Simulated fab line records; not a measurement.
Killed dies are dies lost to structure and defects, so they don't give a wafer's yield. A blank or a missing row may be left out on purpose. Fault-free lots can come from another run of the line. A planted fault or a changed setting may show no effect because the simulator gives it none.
fab line records ; flow n5Finfet
record lots=5; wafers=14; lastDay=18
route steps=1938 shown HKMG_FIN@434 BEOL_M4@1111 PASSIVATION@1936
lots with no fault: from the same line, run without faults
startH: start of the lot's first displayed wafer, in hours after the record's first day ; waitH: time in hours since the lot's previous step ; " same as the row above ; L1.1+2: one row covering several wafers at once ; - no value, or no start was given ; * or withheld: withheld ; < > ~ a bound
route shown NAME@n: names a module that has steps shown in the file, with the first one's number in the route ; usual: the fault-free wafers' mean and standard deviation ; same: alike in all rows ; chamber/n: place in a boat ; sites: the reading at each site ; _std_site: how widely they spread, as a standard deviation ; _edge_site: mean of outer sites minus mean of inner sites ; radiusMm: for every site, how far away it sits from the centre of the wafer ; mask NAME#n: copy n ; behind: the last tool/chamber to shape the wafer ; hold: why the lot went on hold/how many hours it stayed there/how the hold came to an end ; device: which transistor (n, p or np) failed to switch ; end of line: the same wafers' tests at the end of the route ; where a step has no rows: the recipe by itself ; killed: at the first sort, the dies lost to defects and structure; wafer yield is something else ; map: shows each die of a wafer: x if killed, . if not, _ if none is there
set.NAME: the setting that was run; set.NAME@STEP: the one run at that earlier step ; model.NAME: the simulator's own value behind a step, which no gauge read
lots at selected steps of the route; one table per step, one row per wafer
## steps
# step N5_HKMG_FIN_ETCH_31
# recipe chemistry=CF4; target=SiARC; targetDepthA=455; maskMaterial=CAR-ArF; timeS=75.8; ionEnergyEv=80; pressureMtorr=40; sourceW=545; biasW=36; Ar_flow_sccm=100; cf4FlowSccm=100; ends=cleared
# step N5_HKMG_FIN_ETCH_32
# recipe chemistry=N2/H2; target=SOC; targetDepthA=2400; tempC=40; timeS=300; ionEnergyEv=200; maskMaterial=SiARC; pressureMtorr=30; sourceW=840; biasW=150; n2FlowSccm=200; h2FlowSccm=200
# step N5_HKMG_FIN_STRIP_33
# recipe chemistry=N2/H2; tempC=40; n2FlowSccm=200; h2FlowSccm=200; rfFrequencyHz=6e+07
# step N5_HKMG_FIN_STRIP_34
# recipe chemistry=CF4; resist=SiARC; powerW=300; biasPowerW=75; pressureMtorr=50; cf4FlowSccm=150; rfFrequencyHz=6e+07
# step N5_HKMG_FIN_ETCH_35
# recipe chemistry=N2/H2; target=SOC; targetDepthA=2158; ionEnergyEv=65; biasW=5; sourceW=3000; timeS=243.4; pressureMtorr=30; n2FlowSccm=200; h2FlowSccm=200
# step N5_HKMG_FIN_STRIP_92
# recipe chemistry=N2/H2; material=SOC; timeS=20; powerW=500; tempC=40; pressureMtorr=50; rfFrequencyHz=6e+07; biasPowerW=8; h2Frac=0.5; n2FlowSccm=300; h2FlowSccm=300
# step N5_HKMG_FIN_WET_ETCH_18
# recipe chemistry=SC1; target=TiN; mix=1:1:5; tempC=*; timeS=55; targetDepthNm=5.2; dry=ipaMarangoni; rinseTimeS=30; rinseTempC=23
# step N5_HKMG_FIN_STRIP_19
# recipe chemistry=N2/H2; powerW=2500; tempC=300; h2Frac=0.65; timeS=360; pressureMtorr=withheld; n2FlowSccm=1750; h2FlowSccm=3250
# step N5_HKMG_FIN_ALD_91
# recipe material=TiN; targetThkA=10; tempC=400; aldPrecursorFamily=TiCl4; aldCoReactant=NH3; pulseTimeS=1; purgeTimeS=3; coReactantPurgeTimeS=2; coReactantPulseTimeS=2; aldCycles=47; pressureTorr=3
# step N5_HKMG_FIN_COAT_85
# recipe resist=SOC; tempC=250; timeS=60; spinRpm=1500; resistThkNm=300
# step N5_HKMG_FIN_ETCH_86
# recipe chemistry=N2/H2; target=SOC; targetDepthA=3932; stopOn=TiN; ionEnergyEv=100; biasW=61; pressureMtorr=30; sourceW=850; n2FlowSccm=200; h2FlowSccm=200
# step N5_HKMG_FIN_STRIP_89
# recipe chemistry=N2/H2; material=SOC; timeS=20; powerW=500; tempC=40; pressureMtorr=50; rfFrequencyHz=6e+07; biasPowerW=8; h2Frac=0.5; n2FlowSccm=300; h2FlowSccm=300
# step N5_HKMG_FIN_WET_ETCH_87
# recipe chemistry=SC1; target=TiN; mix=1:2:40; tempC=50; timeS=154.2; targetDepthNm=4.7; dry=ipaMarangoni; rinseTimeS=30; rinseTempC=23
# usual bathGuardTempC=49.9/0.65; bathHeatDutyPct=6.9/0.88; diwFlowMLMin=1395/4.3
lot.wafer;tool;chamber;startH;waitH;bathGuardTempC;bathHeatDutyPct;diwFlowMLMin
L422.1;wetBench-01;3;108.40;0.1;-;-;-
L422.5;wetBench-01;2;108.40;0.1;-;-;-
L422.6;wetBench-01;7;108.40;0.1;-;-;-
L423.1;wetBench-06;7;110.35;0.1;-;-;-
L423.5;wetBench-06;0;110.35;0.1;-;-;-
L423.6;wetBench-06;4;110.35;0.1;-;-;-
L424.2;wetBench-01;6;119.77;0.1;-;-;-
L424.4;wetBench-01;5;119.77;0.1;-;-;-
L424.5;wetBench-01;2;119.77;0.1;-;-;-
L432.1;wetBench-01;2;166.12;0.1;49.1;4.3;1396
L432.3;wetBench-01;4;166.12;0.1;50.2;6.6;1396
L440.1;wetBench-04;5;215.75;0.1;49.8;5.9;1399
L440.3;wetBench-04;4;215.75;0.1;49.1;6.0;1396
L440.6;wetBench-04;6;215.75;0.1;50.5;6.1;1398
# step N5_HKMG_FIN_STRIP_88
# recipe chemistry=N2/H2; powerW=2500; tempC=300; h2Frac=0.65; timeS=360; pressureMtorr=withheld; n2FlowSccm=1750; h2FlowSccm=3250
# step N5_BEOL_M4_RC_MEAS_101
# usual DIBL_N=36.2/2.2; DIBL_P=36.5/3; IOFF_N=0.16/0.039; IOFF_P=0.22/0.047; ION_N=675/15; ION_P=463/10; SS_N=71.6/0.71; SS_P=73.4/0.94; VT_N=250/3.6; VT_P=-250/3.9
lot.wafer;tool;chamber;startH;waitH;DIBL_N[mV/V];DIBL_P[mV/V];IOFF_N[nA/um];IOFF_P[nA/um];ION_N[uA/um];ION_P[uA/um];SS_N[mV/dec];SS_P[mV/dec];VT_N[mV];VT_P[mV]
L432.1;prober-01;0;274.10;0.0;37.9;35.5;0.14;0.19;659;453;71.6;74.8;253;-252
L432.3;prober-01;0;274.10;0.0;34.2;31.7;0.10;0.14;668;456;70.4;73.0;256;-254
L440.1;prober-01;0;320.94;0.0;35.6;36.6;0.16;0.21;669;460;72.2;72.8;250;-250
L440.3;prober-01;0;320.94;0.0;35.7;37.9;0.18;0.23;693;476;71.6;73.7;247;-250
L440.6;prober-01;0;320.94;0.0;36.3;39.2;0.19;0.26;685;473;72.2;73.8;248;-248
# step N5_PASSIVATION_PROBE_49
# usual defectLimitedYield=91.5/1.5; killed_at_M0_to_M3=32/10; killed_at_M4_up=13/4.9; killedAtContacts=13/6.1; killedAtFrontEnd=38/11; killedAtOther=3/3.2; killedDies=101/18; killedOnRim=13/4.4; killedOpen=66/13; killedShort=32/8.3; sort_bin_5_function=5.0/1; sort_bin_6_memory=3.2/0.74; sort_bin_8_speed=0.1/1.1; sortNPass=1078/22
# same grossDies=1180; killedAtBackSide=0; sort_bin_4_leakage[%]=0
lot.wafer;tool;chamber;startH;waitH;defectLimitedYield[%];killed_at_M0_to_M3;killed_at_M4_up;killedAtContacts;killedAtFrontEnd;killedAtOther;killedDies;killedOnRim;killedOpen;killedShort;sort_bin_5_function[%];sort_bin_6_memory[%];sort_bin_8_speed[%];sortNPass
L422.1;prober-02;-;299.34;0.0;0;33;13;15;1117;2;1180;152;61;32;97.1;2.6;0;0
L422.5;prober-02;-;299.54;0.2;0;31;29;14;1101;5;1180;152;84;29;96.6;3.1;0;0
L422.6;prober-02;-;299.59;0.3;0;30;11;28;1108;3;1180;152;86;32;96.0;3.7;0;0
L423.1;prober-01;-;311.47;0.0;0;34;11;6;1126;3;1180;152;87;39;95.8;3.9;0;0
L423.5;prober-01;-;311.67;0.2;0;36;12;9;1114;9;1180;152;70;25;97.5;2.3;0;0
L423.6;prober-01;-;311.72;0.3;0;36;13;17;1112;2;1180;152;76;48;94.8;4.9;0;0
L424.2;prober-02;-;326.77;0.1;0;43;15;19;1101;2;1180;152;84;54;95.3;4.3;0;0
L424.4;prober-02;-;326.87;0.2;0;51;15;18;1092;4;1180;152;90;41;95.6;3.8;0;0
L424.5;prober-02;-;326.92;0.2;0;42;10;11;1112;5;1180;152;71;37;95.4;4.1;0;0
L432.1;prober-01;-;386.40;0.0;92.7;30;18;8;28;2;86;13;59;24;4.8;2.2;0;1094
L432.3;prober-01;-;386.50;0.1;92.0;28;20;13;33;0;94;11;62;31;4.8;2.8;0;1086
# killed by level:class
L422.1 HKMG_FIN:areaEtch=1086 FIN_SAQP:geometricParticle:open=18 MOL_CONTACT_COAG:geometricParticle:open=12 BEOL_M0_SAQP:geometricParticle:short=10 BEOL_M0_SAQP:geometricParticle:open=5 BEOL_M3:geometricParticle:short=5 BEOL_M4:geometricParticle:open=5 GATE_CUT:geometricParticle:short=4
L422.5 HKMG_FIN:areaEtch=1066 FIN_SAQP:geometricParticle:open=16 MOL_CONTACT_COAG:geometricParticle:open=12 BEOL_M4:geometricParticle:open=11 BEOL_M0_SAQP:geometricParticle:short=10 BEOL_M2:geometricParticle:open=9 BEOL_M0_SAQP:geometricParticle:open=6 BEOL_M8:geometricParticle:open=4
L422.6 HKMG_FIN:areaEtch=1062 MOL_CONTACT_COAG:geometricParticle:open=21 FIN_SAQP:geometricParticle:open=17 STI_FIN_REVEAL:geometricParticle:open=9 MOL_CONTACT_COAG:geometricParticle:short=7 BEOL_M0_SAQP:geometricParticle:short=7 BEOL_M1:geometricParticle:open=6 BEOL_M2:geometricParticle:open=6
L423.1 HKMG_FIN:areaEtch=1051 STI_FIN_REVEAL:geometricParticle:open=29 FIN_SAQP:geometricParticle:open=10 FIN_SAQP:geometricParticle:short=10 BEOL_M0:geometricParticle:open=10 BEOL_M4:geometricParticle:open=9 BEOL_M0_SAQP:geometricParticle:short=8 BEOL_M0_SAQP:geometricParticle:open=7
L423.5 HKMG_FIN:areaEtch=1082 STI_FIN_REVEAL:geometricParticle:open=11 MOL_CONTACT_COAG:geometricParticle:open=9 BEOL_M0_SAQP:geometricParticle:open=9 FIN_SAQP:geometricParticle:open=5 BEOL_M0:geometricParticle:open=5 BEOL_M2:geometricParticle:open=5 BEOL_M3:geometricParticle:open=5
L423.6 HKMG_FIN:areaEtch=1053 FIN_SAQP:geometricParticle:open=17 FIN_SAQP:geometricParticle:short=16 MOL_CONTACT_COAG:geometricParticle:open=15 BEOL_M0_SAQP:geometricParticle:short=12 STI_FIN_REVEAL:geometricParticle:open=11 BEOL_M0_SAQP:geometricParticle:open=10 BEOL_M2:geometricParticle:open=6
L424.2 HKMG_FIN:areaEtch=1041 MOL_CONTACT_COAG:geometricParticle:open=17 FIN_SAQP:geometricParticle:short=15 STI_FIN_REVEAL:geometricParticle:open=13 FIN_SAQP:geometricParticle:open=11 BEOL_M0_SAQP:geometricParticle:short=8 BEOL_M3:geometricParticle:open=8 BEOL_M2:geometricParticle:open=7
L424.4 HKMG_FIN:areaEtch=1048 MOL_CONTACT_COAG:geometricParticle:open=17 BEOL_M0_SAQP:geometricParticle:open=13 STI_FIN_REVEAL:geometricParticle:open=11 BEOL_M3:geometricParticle:open=10 FIN_SAQP:geometricParticle:open=9 BEOL_M0_SAQP:geometricParticle:short=9 BEOL_M1:geometricParticle:open=8
L424.5 HKMG_FIN:areaEtch=1069 STI_FIN_REVEAL:geometricParticle:open=18 MOL_CONTACT_COAG:geometricParticle:open=11 BEOL_M0_SAQP:geometricParticle:short=8 BEOL_M2:geometricParticle:short=7 BEOL_M0_SAQP:geometricParticle:open=7 BEOL_M3:geometricParticle:open=6 FIN_SAQP:geometricParticle:short=5
L432.1 FIN_SAQP:geometricParticle:open=8 BEOL_M0_SAQP:geometricParticle:short=7 STI_FIN_REVEAL:geometricParticle:open=7 MOL_CONTACT_COAG:geometricParticle:open=7 BEOL_M1:geometricParticle:open=7 BEOL_M5:geometricParticle:open=6 BEOL_M0_SAQP:geometricParticle:open=5 BEOL_M3:geometricParticle:open=4
L432.3 BEOL_M4:geometricParticle:open=13 MOL_CONTACT_COAG:geometricParticle:open=7 MOL_CONTACT_COAG:geometricParticle:short=6 STARTING-WAFER:geometricParticle:open=6 STI_FIN_REVEAL:geometricParticle:open=5 BEOL_M0:geometricParticle:open=5 BEOL_M2:geometricParticle:open=5 BEOL_M3:geometricParticle:open=5
# map L422.1 (x killed, . not)
_________________xxxxxxxxxxxx________________
______________xxxxxxxxxxxxxxxxxx_____________
___________xxxxxxxxxxxxxxxxxxxxxxxx__________
__________xxxxxxxxxxxxxxxxxxxxxxxxxx_________
________xxxxxxxxxxxxxxxxxxxxxxxxxxxxxx_______
_______xxxxxxxxxxxxxxxxxxxxxxxxxxxxxxxx______
______xxxxxxxxxxxxxxxxxxxxxxxxxxxxxxxxxx_____
_____xxxxxxxxxxxxxxxxxxxxxxxxxxxxxxxxxxxx____
____xxxxxxxxxxxxxxxxxxxxxxxxxxxxxxxxxxxxxx___
___xxxxxxxxxxxxxxxxxxxxxxxxxxxxxxxxxxxxxxxx__
___xxxxxxxxxxxxxxxxxxxxxxxxxxxxxxxxxxxxxxxx__
__xxxxxxxxxxxxxxxxxxxxxxxxxxxxxxxxxxxxxxxxxx_
__xxxxxxxxxxxxxxxxxxxxxxxxxxxxxxxxxxxxxxxxxx_
_xxxxxxxxxxxxxxxxxxxxxxxxxxxxxxxxxxxxxxxxxxxx
_xxxxxxxxxxxxxxxxxxxxxxxxxxxxxxxxxxxxxxxxxxxx
_xxxxxxxxxxxxxxxxxxxxxxxxxxxxxxxxxxxxxxxxxxxx
_xxxxxxxxxxxxxxxxxxxxxxxxxxxxxxxxxxxxxxxxxxxx
_xxxxxxxxxxxxxxxxxxxxxxxxxxxxxxxxxxxxxxxxxxxx
_xxxxxxxxxxxxxxxxxxxxxxxxxxxxxxxxxxxxxxxxxxxx
_xxxxxxxxxxxxxxxxxxxxxxxxxxxxxxxxxxxxxxxxxxxx
_xxxxxxxxxxxxxxxxxxxxxxxxxxxxxxxxxxxxxxxxxxxx
__xxxxxxxxxxxxxxxxxxxxxxxxxxxxxxxxxxxxxxxxxx_
__xxxxxxxxxxxxxxxxxxxxxxxxxxxxxxxxxxxxxxxxxx_
___xxxxxxxxxxxxxxxxxxxxxxxxxxxxxxxxxxxxxxxx__
___xxxxxxxxxxxxxxxxxxxxxxxxxxxxxxxxxxxxxxxx__
____xxxxxxxxxxxxxxxxxxxxxxxxxxxxxxxxxxxxxx___
_____xxxxxxxxxxxxxxxxxxxxxxxxxxxxxxxxxxxx____
______xxxxxxxxxxxxxxxxxxxxxxxxxxxxxxxxxx_____
_______xxxxxxxxxxxxxxxxxxxxxxxxxxxxxxxx______
________xxxxxxxxxxxxxxxxxxxxxxxxxxxxxx_______
__________xxxxxxxxxxxxxxxxxxxxxxxxxx_________
___________xxxxxxxxxxxxxxxxxxxxxxxx__________
______________xxxxxxxxxxxxxxxxxx_____________
_________________xxxxxxxxxxxx________________
# map L423.1 (x killed, . not)
_________________xxxxxxxxxxxx________________
______________xxxxxxxxxxxxxxxxxx_____________
___________xxxxxxxxxxxxxxxxxxxxxxxx__________
__________xxxxxxxxxxxxxxxxxxxxxxxxxx_________
________xxxxxxxxxxxxxxxxxxxxxxxxxxxxxx_______
_______xxxxxxxxxxxxxxxxxxxxxxxxxxxxxxxx______
______xxxxxxxxxxxxxxxxxxxxxxxxxxxxxxxxxx_____
_____xxxxxxxxxxxxxxxxxxxxxxxxxxxxxxxxxxxx____
____xxxxxxxxxxxxxxxxxxxxxxxxxxxxxxxxxxxxxx___
___xxxxxxxxxxxxxxxxxxxxxxxxxxxxxxxxxxxxxxxx__
___xxxxxxxxxxxxxxxxxxxxxxxxxxxxxxxxxxxxxxxx__
__xxxxxxxxxxxxxxxxxxxxxxxxxxxxxxxxxxxxxxxxxx_
__xxxxxxxxxxxxxxxxxxxxxxxxxxxxxxxxxxxxxxxxxx_
_xxxxxxxxxxxxxxxxxxxxxxxxxxxxxxxxxxxxxxxxxxxx
_xxxxxxxxxxxxxxxxxxxxxxxxxxxxxxxxxxxxxxxxxxxx
_xxxxxxxxxxxxxxxxxxxxxxxxxxxxxxxxxxxxxxxxxxxx
_xxxxxxxxxxxxxxxxxxxxxxxxxxxxxxxxxxxxxxxxxxxx
_xxxxxxxxxxxxxxxxxxxxxxxxxxxxxxxxxxxxxxxxxxxx
_xxxxxxxxxxxxxxxxxxxxxxxxxxxxxxxxxxxxxxxxxxxx
_xxxxxxxxxxxxxxxxxxxxxxxxxxxxxxxxxxxxxxxxxxxx
_xxxxxxxxxxxxxxxxxxxxxxxxxxxxxxxxxxxxxxxxxxxx
__xxxxxxxxxxxxxxxxxxxxxxxxxxxxxxxxxxxxxxxxxx_
__xxxxxxxxxxxxxxxxxxxxxxxxxxxxxxxxxxxxxxxxxx_
___xxxxxxxxxxxxxxxxxxxxxxxxxxxxxxxxxxxxxxxx__
___xxxxxxxxxxxxxxxxxxxxxxxxxxxxxxxxxxxxxxxx__
____xxxxxxxxxxxxxxxxxxxxxxxxxxxxxxxxxxxxxx___
_____xxxxxxxxxxxxxxxxxxxxxxxxxxxxxxxxxxxx____
______xxxxxxxxxxxxxxxxxxxxxxxxxxxxxxxxxx_____
_______xxxxxxxxxxxxxxxxxxxxxxxxxxxxxxxx______
________xxxxxxxxxxxxxxxxxxxxxxxxxxxxxx_______
__________xxxxxxxxxxxxxxxxxxxxxxxxxx_________
___________xxxxxxxxxxxxxxxxxxxxxxxx__________
______________xxxxxxxxxxxxxxxxxx_____________
_________________xxxxxxxxxxxx________________
## key
firstSign step=N5_HKMG_FIN_WET_ETCH_87; reading=toolRecord; direction=missing
effect step=N5_PASSIVATION_PROBE_49; reading=killedAtFrontEnd; direction=up; sigmas=93; usual=38; struck=1109
moreKillsBornAt N5_HKMG_FIN_WET_ETCH_87@wetBench-01=6372; N5_HKMG_FIN_WET_ETCH_87@wetBench-06=3186
metAt N5_HKMG_FIN_WET_ETCH_87
struckWafers L422.1,L422.5,L422.6,L423.1,L423.5,L423.6,L424.2,L424.4,L424.5
laterRowsLeftOut L422.1,L422.5,L422.6,L423.1,L423.5,L423.6,L424.2,L424.4,L424.5
fault kind=skippedStepWhole; tool=wetBench-01,wetBench-06; chamber=-; onsetH=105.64; steps=N5_HKMG_FIN_WET_ETCH_87; scope=struckLotsOnly
# laterRowsLeftOut: the simulator's readings of these wafers behind a module that went badly wrong aren't trusted and aren't shown, but for the sort
